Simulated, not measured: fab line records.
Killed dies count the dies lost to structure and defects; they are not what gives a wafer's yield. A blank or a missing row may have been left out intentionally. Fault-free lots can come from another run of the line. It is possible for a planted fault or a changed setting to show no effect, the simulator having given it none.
Matching of chambers / flow n5_finfet / N5_BEOL_M5_PRE_CLEAN_77 on cvd_co-01: 3 sister chambers
The step time 15 s. 3 wafers are shown with their chamber, then 12 later ones without.

## WAFERS WITH THEIR CHAMBER
wafer=L089.6; chamber=1; heater_power_w (W)=80
wafer=L088.1; chamber=0; heater_power_w (W)=76
wafer=L088.6; chamber=2; heater_power_w (W)=63

## WAFERS MISSING THEIR CHAMBER
wafer=L090.2; heater_power_w (W)=77
wafer=L090.5; heater_power_w (W)=77
wafer=L090.6; heater_power_w (W)=81
wafer=L092.2; heater_power_w (W)=75
wafer=L092.3; heater_power_w (W)=78
wafer=L092.5; heater_power_w (W)=65
wafer=L094.1; heater_power_w (W)=78
wafer=L094.3; heater_power_w (W)=80
wafer=L094.5; heater_power_w (W)=63
wafer=L095.3; heater_power_w (W)=77
wafer=L095.4; heater_power_w (W)=79
wafer=L095.5; heater_power_w (W)=80

## EACH ONE'S CHAMBER
wafer=L090.2; from the rows above=can't be placed: 0 or 1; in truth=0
wafer=L090.5; from the rows above=can't be placed: 0 or 1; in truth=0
wafer=L090.6; from the rows above=1; in truth=1
wafer=L092.2; from the rows above=0; in truth=0
wafer=L092.3; from the rows above=can't be placed: 0 or 1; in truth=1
wafer=L092.5; from the rows above=2; in truth=2
wafer=L094.1; from the rows above=can't be placed: 0 or 1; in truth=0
wafer=L094.3; from the rows above=1; in truth=1
wafer=L094.5; from the rows above=2; in truth=2
wafer=L095.3; from the rows above=can't be placed: 0 or 1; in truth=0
wafer=L095.4; from the rows above=can't be placed: 1 or 0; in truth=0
wafer=L095.5; from the rows above=1; in truth=1
6 of 12 placed correctly. From these rows, 6 cannot be placed; in 6 the true chamber is one of the candidates. Number placed wrongly: 0.
How it was worked out, from the rows above alone: a wafer's distance from a chamber is the root of the sum, over the readings, of the square of ((its reading less the chamber's mean) divided by the reading's scatter). If the next closest chamber is less than 2 further off than the closest, the wafer can't be placed; otherwise it belongs to the closest. A chamber's mean is the mean of its shown wafers. The scatter (one wafer shown for each chamber): square how far every hidden wafer sits from the nearest shown wafer, average those squares and take the square root.
